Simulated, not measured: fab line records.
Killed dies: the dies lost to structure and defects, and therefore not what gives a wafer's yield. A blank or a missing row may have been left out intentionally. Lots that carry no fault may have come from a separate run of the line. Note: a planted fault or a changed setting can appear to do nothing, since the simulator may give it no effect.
Matching of chambers	flow n5 finfet	N5_FIN_CUT_CUT_ETCH_15 on rie si-02 has 4 sister chambers
The step etches Si in HBr/Cl2/O2, target depth 100 nm, bt time 10 s, time 42.4 s. 16 wafers are shown with their chamber, then 8 later ones without.

EACH WAFER AND ITS CHAMBER
wafer	chamber	throttle valve pct (%)	he backside leak sccm (sccm)	oes product au (a.u.)
L075.1	2	37.5	3.15	0.990
L075.4	1	37.6	2.52	1.010
L075.5	2	37.5	2.94	1.002
L085.2	3	37.1	2.61	0.987
L085.3	2	37.5	3.09	0.993
L085.4	1	37.6	2.47	1.005
L088.1	2	37.5	2.98	0.998
L088.3	3	37.1	2.38	0.981
L088.4	1	37.6	2.42	1.000
L090.2	1	37.6	2.46	0.998
L090.5	3	37.1	2.43	0.980
L090.6	2	37.5	2.86	0.996
L092.1	3	37.1	2.42	0.976
L092.4	0	36.6	2.70	0.998
L092.6	2	37.5	3.03	0.990
L095.1	0	36.7	2.63	0.995

SIGNATURES, as means of the wafers listed above
reading	chamber 0	chamber 1	chamber 2	chamber 3	scatter within a chamber
throttle valve pct	36.650	37.600	37.500	37.100	0.0204
he backside leak sccm	2.6650	2.4675	3.0083	2.4600	0.0883
oes product au	0.99650	1.00325	0.99483	0.98100	0.00471
Rule: for each reading, subtract the chamber's mean from the wafer's reading, divide by that reading's scatter and square the result; add these up over the readings and take the root, which gives the wafer's distance from the chamber. The wafer belongs to the nearest chamber; if the next one is less than 2 further off, it can't be placed. How the scatter is found: for the shown wafers, subtract from each reading the mean of its chamber, square and add these, divide the total by (wafers less chambers), then take the root.

WAFERS WITH NO CHAMBER GIVEN
wafer	throttle valve pct (%)	he backside leak sccm (sccm)	oes product au (a.u.)
L095.2	37.1	2.44	0.985
L095.4	37.5	2.93	1.000
L096.2	37.5	3.34	1.000
L096.4	37.6	2.16	1.010
L096.5	37.5	3.03	1.001
L097.1	37.6	2.56	1.004
L097.2	37.1	2.58	0.985
L097.5	36.7	2.53	0.992

EACH ONE'S CHAMBER
wafer	from the rows above	in truth
L095.2	3	3
L095.4	2	2
L096.2	2	2
L096.4	1	1
L096.5	2	2
L097.1	1	1
L097.2	3	3
L097.5	0	0
8 of 8 placed correctly. Not placeable from these rows: 0. Number placed wrongly: 0.
